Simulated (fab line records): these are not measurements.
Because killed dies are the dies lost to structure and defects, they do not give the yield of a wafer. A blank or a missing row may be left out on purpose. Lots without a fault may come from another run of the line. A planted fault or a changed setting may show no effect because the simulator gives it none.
fab line records	flow n5Finfet
record lots=6	wafers=16	lastDay=18
route steps=1938 shown BEOL_M2@852 BEOL_M4@1111 PASSIVATION@1936
lots that met no fault: taken from a fault-free run of the same line
startH: hours from the record's opening day to when the first of the lot's shown wafers began	waitH: hours elapsed since this lot's preceding step	" same as the row above	L1.1+2: one row covering several wafers at once	- no value, or no start was given	* or withheld: withheld	< > ~ a bound
route shown NAME@n: NAME is a module with steps in the file, n the number in the route of the first one	usual: mean and standard deviation over wafers with no fault	same: alike in all rows	chamber/n: place in a boat	sites: each site's reading	_std_site: standard deviation of those values	_edge_site: mean of outer sites minus mean of inner sites	radiusMm: how far each site lies from the wafer's centre	mask NAME#n: copy n	behind: the last tool/chamber to shape the wafer	hold: cause of the lot's hold/its duration in hours/its outcome	device: names the non-switching transistor (n, p or np)	end of line: the tests these same wafers got at the end of their route	step lacking rows: just its recipe	killed: not the wafer's yield, but the dies lost to structure and defects at the first sort	map: shows each die of a wafer: x if killed, . if not, _ if none is there
set.NAME: setting as actually run; set.NAME@STEP: the setting as run at that earlier step	model.NAME: the simulator's own value behind a step, which no gauge read
certain route steps with their lots: each step a table, each wafer a row
services: from which hour (startH, from the record's first day; less than 0 if before it) a tool's chamber was out of use, for how many hours, and why
## steps
# step N5_BEOL_M2_PEB_09
# recipe pebTempC=100	pebTimeS=60	resist=CAR-EUV
# step N5_BEOL_M2_DEVELOP_10
# recipe developTimeS=30	developer=TMAH	resist=CAR-EUV	rinseLiquid=surfactantRinse	dry=airSpin	devTempC=23
# step N5_BEOL_M2_CD_MEAS_11
# recipe targetCdNm=16.79	landingEnergyEv=500	detector=seInlens	polarity=opening
# usual cdNm=16.84/0.23
lot.wafer	tool	chamber	startH	waitH	cdNm
L272.1	cdSem-03	0	162.09	-	16.33
L272.3	"	0	"	"	16.99
L272.4	"	0	"	"	16.98
L276.2	cdSem-01	0	183.41	-	16.50
L276.4	"	0	"	"	16.53
L277.2	cdSem-02	0	199.49	-	16.96
L277.5	"	0	"	"	16.84
L288.3	cdSem-01	0	248.85	-	16.66
L288.5	"	0	"	"	16.94
L288.6	"	0	"	"	16.51
L289.2	cdSem-01	0	252.05	-	16.86
L289.3	"	0	"	"	16.71
L289.4	"	0	"	"	16.67
L291.3	cdSem-02	0	260.82	-	16.49
L291.5	"	0	"	"	16.85
L291.6	"	0	"	"	16.42
# step N5_BEOL_M2_OVL_MEAS_12
# recipe pointsPerWafer=522
# usual M2_OVL=-0.2/0.58
lot.wafer	tool	chamber	startH	waitH	M2_OVL[nm]
L272.1	overlay-01	0	162.12	0.0	-0.1
L272.3	"	0	"	"	-0.6
L272.4	"	0	"	"	-0.6
L276.2	overlay-01	0	183.44	0.0	0.0
L276.4	"	0	"	"	-0.3
L277.2	overlay-02	0	199.53	0.0	-0.7
L277.5	"	0	"	"	-1.2
L288.3	overlay-02	0	248.89	0.0	0.3
L288.5	"	0	"	"	0.7
L288.6	"	0	"	"	-0.2
L289.2	overlay-01	0	252.09	0.0	-0.5
L289.3	"	0	"	"	-0.5
L289.4	"	0	"	"	-1.0
L291.3	overlay-01	0	260.86	0.0	-0.6
L291.5	"	0	"	"	-0.6
L291.6	"	0	"	"	-0.9
# step N5_BEOL_M2_INSPECT_13
# recipe mode=adi	inspectInstrument=brightfield
# usual rawDefectCount=446/100
lot.wafer	tool	chamber	startH	waitH	rawDefectCount
L272.1	defectInspect-01	-	162.18	0.1	466
L272.3	"	-	"	"	326
L272.4	"	-	"	"	374
L276.2	defectInspect-02	-	183.50	0.0	423
L276.4	"	-	"	"	291
L277.2	defectInspect-01	-	199.58	0.0	419
L277.5	"	-	"	"	398
L288.3	defectInspect-01	-	248.94	0.1	419
L288.5	"	-	"	"	394
L288.6	"	-	"	"	440
L289.2	defectInspect-02	-	252.14	0.0	288
L289.3	"	-	"	"	427
L289.4	"	-	"	"	240
L291.3	defectInspect-02	-	260.91	0.0	621
L291.5	"	-	"	"	590
L291.6	"	-	"	"	373
# step N5_BEOL_M2_DESCUM_16
# recipe chemistry=O2	timeS=7	sourcePowerW=50	biasPowerW=20	pressureMtorr=20	rfFrequencyHz=2.712e+07	tempC=40	resist=CAR-EUV	o2FlowSccm=225
# usual drypumpMotorCurrentA=5.7/0.41	oesProductAu=0.79/0.098	rfVppV=243.2/1.6	showerheadPlenumPTorr=2.10/0.076	throttleValvePct=20.48/0.28
lot.wafer	tool	chamber	startH	waitH	drypumpMotorCurrentA	oesProductAu	rfHoursCounterH	rfVppV	showerheadPlenumPTorr	throttleValvePct
L272.1	rieDiel-03	0	162.21	0.0	5.3	0.74	174	242.0	2.02	20.55
L272.3	"	3	"	"	6.6	0.83	66	246.3	2.21	20.19
L272.4	"	2	"	"	5.7	0.95	6	245.9	2.22	20.36
L276.2	rieDiel-03	2	183.73	0.2	5.7	0.93	13	246.5	2.22	20.35
L276.4	"	3	"	"	6.6	0.82	-	244.1	2.20	20.21
L277.2	rieDiel-06	3	199.63	0.0	5.5	0.89	28	241.5	2.03	20.48
L277.5	"	2	"	"	5.3	1.00	-	243.8	2.15	20.29
L288.3	rieDiel-03	2	248.98	0.0	5.7	0.89	36	245.9	2.21	20.39
L288.5	"	0	"	"	5.3	0.72	-	241.1	2.01	20.60
L288.6	"	3	"	"	6.6	0.78	-	245.5	2.19	20.24
L289.2	rieDiel-03	0	252.25	0.1	5.4	0.72	207	241.4	2.01	20.60
L289.3	"	2	"	"	5.8	0.89	37	244.8	2.21	20.38
L289.4	"	1	"	"	5.7	0.97	11	244.6	2.14	20.37
L291.3	rieDiel-01	3	260.94	0.0	5.5	0.70	223	244.2	2.08	20.56
L291.5	"	2	"	"	5.8	0.66	-	241.3	2.07	20.64
L291.6	"	1	"	"	5.3	0.68	-	243.2	1.99	21.10
# step N5_BEOL_M2_ETCH_74
# recipe chemistry=N2/H2	target=underlayer	targetDepthA=65	maskMaterial=CAR-EUV	timeS=5.2	ionEnergyEv=200	pressureMtorr=30	sourceW=840	biasW=150	n2FlowSccm=200	h2FlowSccm=200	ends=cleared
# usual drypumpMotorCurrentA=5.7/0.41	etchRfOnTimeS=5.23/0.11	h2FlowSccm=200.0/0.59	n2FlowSccm=199.9/0.53	oesProductAu=0.67/0.083	rfVppV=524/3.1	showerheadPlenumPTorr=2.54/0.099	throttleValvePct=17.90/0.26
lot.wafer	tool	chamber	startH	waitH	drypumpMotorCurrentA	etchRfOnTimeS	h2FlowSccm	n2FlowSccm	oesProductAu	rfHoursCounterH	rfVppV	showerheadPlenumPTorr	throttleValvePct
L272.1	rieDiel-03	0	162.25	0.0	5.4	5.15	199.4	200.2	0.62	174	521	2.42	17.85
L272.3	"	3	"	"	6.6	5.41	200.5	199.8	0.71	66	529	2.67	17.47
L272.4	"	2	"	"	5.8	5.20	199.6	200.5	0.80	6	529	2.71	17.81
L276.2	rieDiel-03	2	183.76	0.0	5.7	5.22	200.7	200.2	0.79	13	528	2.71	17.85
L276.4	"	3	"	"	6.6	5.41	200.2	199.9	0.71	-	528	2.67	17.52
L277.2	rieDiel-06	3	199.66	0.0	5.6	5.10	199.6	199.4	0.76	28	522	2.49	18.07
L277.5	"	2	"	"	5.3	5.19	200.5	200.1	0.83	-	527	2.60	17.64
L288.3	rieDiel-03	2	249.01	0.0	5.7	5.13	200.3	199.6	0.75	36	528	2.70	17.88
L288.5	"	0	"	"	5.4	5.26	199.9	200.5	0.60	-	522	2.41	17.93
L288.6	"	3	"	"	6.6	5.35	200.8	200.9	0.69	-	526	2.66	17.55
L289.2	rieDiel-03	0	252.29	0.0	5.3	5.20	200.6	199.7	0.60	207	521	2.41	17.92
L289.3	"	2	"	"	5.7	5.13	199.4	199.9	0.76	37	527	2.70	17.86
L289.4	"	1	"	"	5.7	4.94	199.8	200.5	0.84	11	526	2.62	18.01
L291.3	rieDiel-01	3	260.98	0.0	5.5	5.28	199.9	199.9	0.60	223	522	2.50	17.85
L291.5	"	2	"	"	5.8	5.36	200.8	200.5	0.59	-	523	2.52	18.04
L291.6	"	1	"	"	5.4	5.19	200.2	200.2	0.59	-	518	2.40	18.44
# step N5_BEOL_M2_ETCH_63
# recipe chemistry=CF4	target=SiARC	targetDepthA=156	maskMaterial=CAR-EUV	timeS=26	ionEnergyEv=80	pressureMtorr=40	sourceW=545	biasW=36	Ar_flow_sccm=100	cf4FlowSccm=100	ends=cleared
# usual drypumpMotorCurrentA=5.7/0.41	etchRfOnTimeS=26.2/0.51	oesProductAu=0.67/0.082	rfVppV=184.1/1.3	showerheadPlenumPTorr=2.14/0.08	throttleValvePct=15.65/0.26
lot.wafer	tool	chamber	startH	waitH	drypumpMotorCurrentA	etchRfOnTimeS	oesProductAu	rfHoursCounterH	rfVppV	showerheadPlenumPTorr	throttleValvePct
L272.1	rieDiel-03	0	162.27	0.0	5.3	26.3	0.62	174	182.9	2.06	15.69
L272.3	"	3	"	"	6.6	27.0	0.71	66	185.7	2.24	15.36
L272.4	"	2	"	"	5.8	25.9	0.82	6	185.9	2.29	15.57
L276.2	rieDiel-03	2	183.78	0.0	5.7	26.2	0.78	13	186.4	2.28	15.59
L276.4	"	3	"	"	6.6	26.6	0.70	-	184.2	2.24	15.36
L277.2	rieDiel-06	3	199.68	0.0	5.5	25.8	0.76	28	183.8	2.10	15.73
L277.5	"	2	"	"	5.4	25.9	0.82	-	184.9	2.18	15.28
L288.3	rieDiel-03	2	249.03	0.0	5.7	25.8	0.76	36	185.0	2.28	15.63
L288.5	"	0	"	"	5.3	26.2	0.60	-	183.3	2.05	15.74
L288.6	"	3	"	"	6.6	27.0	0.68	-	185.7	2.23	15.41
L289.2	rieDiel-03	0	252.31	0.0	5.3	26.2	0.61	207	181.9	2.04	15.75
L289.3	"	2	"	"	5.7	25.9	0.74	37	186.3	2.27	15.63
L289.4	"	1	"	"	5.7	24.8	0.84	11	183.3	2.20	15.58
L291.3	rieDiel-01	3	260.99	0.0	5.5	26.1	0.59	223	183.2	2.10	15.59
L291.5	"	2	"	"	5.8	26.2	0.58	-	183.8	2.12	15.84
L291.6	"	1	"	"	5.3	25.7	0.59	-	182.3	2.03	16.23
# step N5_BEOL_M2_ETCH_64
# recipe chemistry=N2/H2	target=SOC	targetDepthA=750	overetchA=225	maskMaterial=SiARC	tempC=40	timeS=121.9	ionEnergyEv=200	pressureMtorr=30	sourceW=840	biasW=150	n2FlowSccm=200	h2FlowSccm=200
# step N5_BEOL_M2_STRIP_65
# recipe chemistry=N2/H2	tempC=40	n2FlowSccm=200	h2FlowSccm=200	rfFrequencyHz=6e+07
# step N5_BEOL_M2_STRIP_75
# recipe chemistry=N2/H2	tempC=40	n2FlowSccm=200	h2FlowSccm=200	rfFrequencyHz=6e+07
# step N5_BEOL_M2_STRIP_66
# recipe chemistry=CF4	resist=SiARC	powerW=300	biasPowerW=75	pressureMtorr=50	cf4FlowSccm=150	rfFrequencyHz=6e+07
# usual drypumpMotorCurrentA=5.7/0.41	oesProductAu=0.78/0.091	rfVppV=271.1/1.7	showerheadPlenumPTorr=1.79/0.064	throttleValvePct=13.62/0.27
lot.wafer	tool	chamber	startH	waitH	drypumpMotorCurrentA	oesProductAu	rfHoursCounterH	rfVppV	showerheadPlenumPTorr	throttleValvePct
L272.1	rieDiel-03	0	162.43	0.0	5.3	0.72	174	268.8	1.72	13.67
L272.3	"	3	"	"	6.6	0.83	66	272.9	1.87	13.31
L272.4	"	2	"	"	5.7	0.94	6	272.3	1.91	13.47
L276.2	rieDiel-03	2	183.94	0.0	5.7	0.91	13	274.2	1.91	13.49
L276.4	"	3	"	"	6.6	0.83	-	274.2	1.87	13.33
L277.2	rieDiel-06	3	199.84	0.0	5.5	0.87	28	270.7	1.76	13.65
L277.5	"	2	"	"	5.3	0.95	-	271.6	1.83	13.25
L288.3	rieDiel-03	2	249.19	0.0	5.7	0.87	36	271.5	1.90	13.54
L288.5	"	0	"	"	5.3	0.71	-	271.2	1.71	13.74
L288.6	"	3	"	"	6.6	0.79	-	273.1	1.86	13.36
L289.2	rieDiel-03	0	252.47	0.0	5.4	0.70	207	270.2	1.71	13.75
L289.3	"	2	"	"	5.7	0.87	37	272.3	1.90	13.56
L289.4	"	1	"	"	5.7	0.94	11	272.8	1.83	13.47
L291.3	rieDiel-01	3	261.15	0.0	5.4	0.70	223	271.1	1.76	13.61
L291.5	"	2	"	"	5.8	0.67	-	270.8	1.77	13.84
L291.6	"	1	"	"	5.3	0.68	-	269.9	1.71	14.21
# step N5_BEOL_M2_HM_OPEN_17
# recipe chemistry=Cl2/BCl3	targetDepthA=200	overetchA=60	target=TiN	maskMaterial=SOC	ionEnergyEv=150	pressureMtorr=10	icpW=1000	biasW=126	Cl2_flow_sccm=53.25	bcl3FlowSccm=21.75	Ar_flow_sccm=25
# usual drypumpMotorCurrentA=5.58/0.25	oesProductAu=0.69/0.1	throttleValvePct=22.2/0.31
lot.wafer	tool	chamber	startH	waitH	drypumpMotorCurrentA	oesProductAu	rfHoursCounterH	throttleValvePct	model.SOC_of_BEOL_M2_COAT_61.thkNm
L272.1	rieMetal-01	1	162.47	0.0	5.38	0.59	70	22.5	52
L272.3	"	1	"	"	5.37	0.59	-	22.5	52
L272.4	"	0	"	"	5.60	0.77	-	21.9	51.8
L276.2	rieMetal-01	0	183.98	0.0	5.57	0.75	13	22.0	52.2
L276.4	"	0	"	"	5.55	0.75	-	22.0	54
L277.2	rieMetal-01	0	199.95	0.1	5.54	0.75	14	22.0	52
L277.5	"	1	"	"	5.36	0.58	-	22.5	53.6
L288.3	rieMetal-03	0	249.26	0.1	5.89	0.78	-	21.8	51.8
L288.5	"	0	"	"	5.90	0.78	-	21.8	51.8
L288.6	"	1	"	"	5.26	0.71	-	22.0	52
L289.2	rieMetal-02	1	252.51	0.0	5.88	0.52	120	22.6	52
L289.3	"	1	"	"	5.89	0.52	-	22.6	52.2
L289.4	"	0	"	"	5.79	0.82	-	22.4	51.8
L291.3	rieMetal-03	0	261.22	0.1	5.97	0.77	-	21.8	51.6
L291.5	"	1	"	"	5.28	0.71	-	21.9	52
L291.6	"	0	"	"	5.93	0.78	-	21.8	51.8
# step N5_BEOL_M2_STRIP_19
# recipe chemistry=O2	powerW=400	tempC=40	pressureMtorr=30	rfFrequencyHz=6e+07	biasPowerW=0	overashFraction=0.2	o2FlowSccm=225
# usual drypumpMotorCurrentA=5.7/0.41	oesProductAu=0.80/0.1	rfVppV=3.7/0.48	showerheadPlenumPTorr=2.10/0.074	throttleValvePct=16.70/0.25
lot.wafer	tool	chamber	startH	waitH	drypumpMotorCurrentA	oesProductAu	rfHoursCounterH	rfVppV	showerheadPlenumPTorr	throttleValvePct
L272.1	rieDiel-06	2	162.58	0.1	5.3	0.69	249	3.0	2.16	16.88
L272.3	"	3	"	"	5.6	0.93	13	3.2	2.04	16.68
L272.4	"	1	"	"	5.5	0.96	4	4.5	2.04	16.12
L276.2	rieDiel-03	0	184.09	0.1	5.3	0.73	182	3.9	2.02	16.82
L276.4	"	2	"	"	5.8	0.93	-	3.3	2.23	16.58
L277.2	rieDiel-06	2	200.06	0.1	5.4	0.98	3	4.5	2.16	16.45
L277.5	"	0	"	"	6.5	0.77	-	2.5	2.02	16.75
L288.3	rieDiel-06	2	249.34	0.1	5.3	0.92	22	3.7	2.15	16.49
L288.5	"	3	"	"	5.5	0.86	-	4.0	2.03	16.74
L288.6	"	0	"	"	6.5	0.74	-	3.2	2.02	16.79
L289.2	rieDiel-03	1	252.62	0.1	5.6	0.96	11	4.3	2.14	16.59
L289.3	"	3	"	"	6.6	0.80	100	3.0	2.20	16.52
L289.4	"	2	"	"	5.7	0.88	37	4.0	2.22	16.63
L291.3	rieDiel-01	3	261.35	0.1	5.5	0.70	223	2.9	2.08	16.80
L291.5	"	1	"	"	5.3	0.68	-	3.2	2.00	17.33
L291.6	"	0	"	"	5.5	0.71	-	3.7	2.15	16.69
# step N5_BEOL_M4_RC_MEAS_101
# usual DIBL_N=36.4/1.6	DIBL_P=36.2/1.8	IOFF_N=0.159/0.029	IOFF_P=0.21/0.034	ION_N=670/12	ION_P=459/8.2	SS_N=71.5/0.59	SS_P=73.2/0.54	VT_N=250/3.3	VT_P=-250/3.7
lot.wafer	tool	chamber	startH	waitH	DIBL_N[mV/V]	DIBL_P[mV/V]	IOFF_N[nA/um]	IOFF_P[nA/um]	ION_N[uA/um]	ION_P[uA/um]	SS_N[mV/dec]	SS_P[mV/dec]	VT_N[mV]	VT_P[mV]
L272.1	prober-02	0	208.98	0.0	39.1	38.0	0.234	0.29	694	471	72.2	73.9	244	-245
L272.3	"	0	"	"	38.6	36.9	0.235	0.27	696	471	71.9	73.0	241	-244
L272.4	"	0	"	"	37.9	36.4	0.209	0.25	691	466	72.2	73.7	244	-244
L276.2	prober-01	0	244.11	0.2	35.9	34.4	0.120	0.15	647	438	71.3	73.7	255	-256
L276.4	"	0	"	"	35.8	34.4	0.130	0.16	657	441	71.6	72.5	257	-258
L277.2	prober-01	0	256.75	0.2	36.7	37.9	0.171	0.21	669	454	72.5	73.3	248	-252
L277.5	"	0	"	"	34.8	35.3	0.136	0.16	661	447	71.7	72.5	253	-255
L288.3	prober-02	0	294.08	0.3	37.1	35.8	0.149	0.22	675	468	71.9	73.7	248	-250
L288.5	"	0	"	"	36.1	35.0	0.148	0.22	665	458	71.8	73.3	251	-248
L288.6	"	0	"	"	37.3	35.3	0.160	0.21	673	461	71.1	72.7	250	-250
L289.2	prober-02	0	304.25	0.2	36.5	34.4	0.146	0.17	665	455	72.2	72.6	250	-253
L289.3	"	0	"	"	37.5	36.1	0.160	0.21	666	459	72.0	73.2	249	-252
L289.4	"	0	"	"	37.6	35.4	0.173	0.19	684	461	71.6	73.4	247	-250
L291.3	prober-01	0	331.79	0.3	34.9	35.3	0.130	0.18	656	453	71.8	72.8	256	-250
L291.5	"	0	"	"	33.8	34.8	0.121	0.18	656	459	71.1	72.6	255	-251
L291.6	"	0	"	"	35.0	36.9	0.147	0.23	662	462	70.9	73.1	250	-249
# step N5_PASSIVATION_PROBE_49
# usual defectLimitedYield=91.1/1.5	killed_at_M0_to_M3=33/9.9	killed_at_M4_up=14/5.2	killedAtContacts=12/6.7	killedAtFrontEnd=43/13	killedAtOther=3.4/2.7	killedDies=105/17	killedOpen=69/13	killedShort=33/7.5	sort_bin_5_function=5.2/0.91	sort_bin_6_memory=3.3/0.71	sort_bin_8_speed=0.00/0.032	sortNPass=1075/17	sortYieldPct=91.1/1.5
# same grossDies=1180	killedAtBackSide=0	sort_bin_4_leakage[%]=0
lot.wafer	tool	chamber	startH	waitH	defectLimitedYield[%]	killed_at_M0_to_M3	killed_at_M4_up	killedAtContacts	killedAtFrontEnd	killedAtOther	killedDies	killedOpen	killedShort	sort_bin_5_function[%]	sort_bin_6_memory[%]	sort_bin_8_speed[%]	sortNPass	sortYieldPct[%]
L272.1	prober-02	-	317.85	0.0	90.6	50	12	15	33	1	111	76	35	5.8	3.3	0	1069	90.6
L272.3	prober-02	-	317.95	0.1	92.5	33	11	5	37	2	88	60	27	4.2	2.9	0	1092	92.5
L272.4	prober-02	-	318.00	0.2	94.1	15	11	8	34	2	70	42	28	3.0	2.9	0	1110	94.1
L277.5	prober-01	-	357.46	0.2	91.9	24	9	10	50	3	96	65	30	4.5	3.3	0	1084	91.9
# killed by level:class
L272.1 BEOL_M1:geometricParticle:open=20 MOL_CONTACT_COAG:geometricParticle:open=12 STI_FIN_REVEAL:geometricParticle:open=9 BEOL_M3:geometricParticle:open=9 BEOL_M0:geometricParticle:open=5 STI_FIN_REVEAL:geometricParticle:short=4 GATE_CUT:geometricParticle:short=4 BEOL_M0_SAQP:geometricParticle:open=4
L272.3 STI_FIN_REVEAL:geometricParticle:open=11 DUMMY_GATE:geometricParticle:open=8 BEOL_M1:geometricParticle:open=8 BEOL_M3:geometricParticle:open=6 BEOL_M0_SAQP:geometricParticle:open=5 STI_FIN_REVEAL:geometricParticle:short=4 MOL_CONTACT_COAG:geometricParticle:open=4 BEOL_M0_SAQP:geometricParticle:short=4
L272.4 MOL_CONTACT_COAG:geometricParticle:open=7 STI_FIN_REVEAL:geometricParticle:open=6 FIN_SAQP:geometricParticle:open=5 STI_FIN_REVEAL:geometricParticle:short=4 BEOL_M5:geometricParticle:open=4 FIN_SAQP:geometricParticle:short=3 DUMMY_GATE:geometricParticle:open=3 BEOL_M1:geometricParticle:short=3
L277.5 FIN_SAQP:geometricParticle:open=16 MOL_CONTACT_COAG:geometricParticle:open=9 BEOL_M3:geometricParticle:open=8 DUMMY_GATE:geometricParticle:open=7 FIN_SAQP:geometricParticle:short=6 DUMMY_GATE:geometricParticle:short=5 BEOL_M2:geometricParticle:open=5 BEOL_M0_SAQP:geometricParticle:open=4
## services
tool	chamber	startH	hours	kind
rieDiel-06	2	166.95	-	clean
rieDiel-06	2	166.95	-	consumableReplace:focusRing
rieDiel-06	2	166.95	22.3	scheduledDown
rieDiel-06	2	166.95	22.3	ventCycle
rieMetal-03	0	169.63	1.4	repair
rieDiel-03	2	177.94	5.5	repair
rieDiel-03	1	183.66	-	clean
rieDiel-03	1	183.66	-	consumableReplace:focusRing
rieDiel-03	1	183.66	31.7	scheduledDown
rieDiel-03	1	183.66	31.7	ventCycle
rieMetal-02	-	196.79	10.0	pm
rieDiel-06	0	200.50	16.6	repair
rieDiel-03	-	205.84	0.2	repair
rieMetal-02	0	206.79	-	clean
rieMetal-02	0	206.79	23.4	scheduledDown
rieMetal-02	0	206.79	23.4	ventCycle
rieDiel-03	2	220.89	7.3	repair
rieDiel-06	2	254.76	7.2	repair
rieMetal-03	-	255.54	1.1	repair
## key
firstSign none at tools or gauges
modelEffect step=N5_BEOL_M2_HM_OPEN_17	value=SOC_of_BEOL_M2_COAT_61.thkNm	without=52	struck=53.8
metAt N5_BEOL_M2_HM_OPEN_17
struckWafers L276.4,L277.5
onsetBetween 162.47 183.98
fault kind=processParameterDrift	tool=rieMetal-01	chamber=-	onsetH=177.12	steps=N5_BEOL_M2_HM_OPEN_17	channel=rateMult	offset=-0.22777	shape=step	endH=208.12	scope=struckWafersOnly
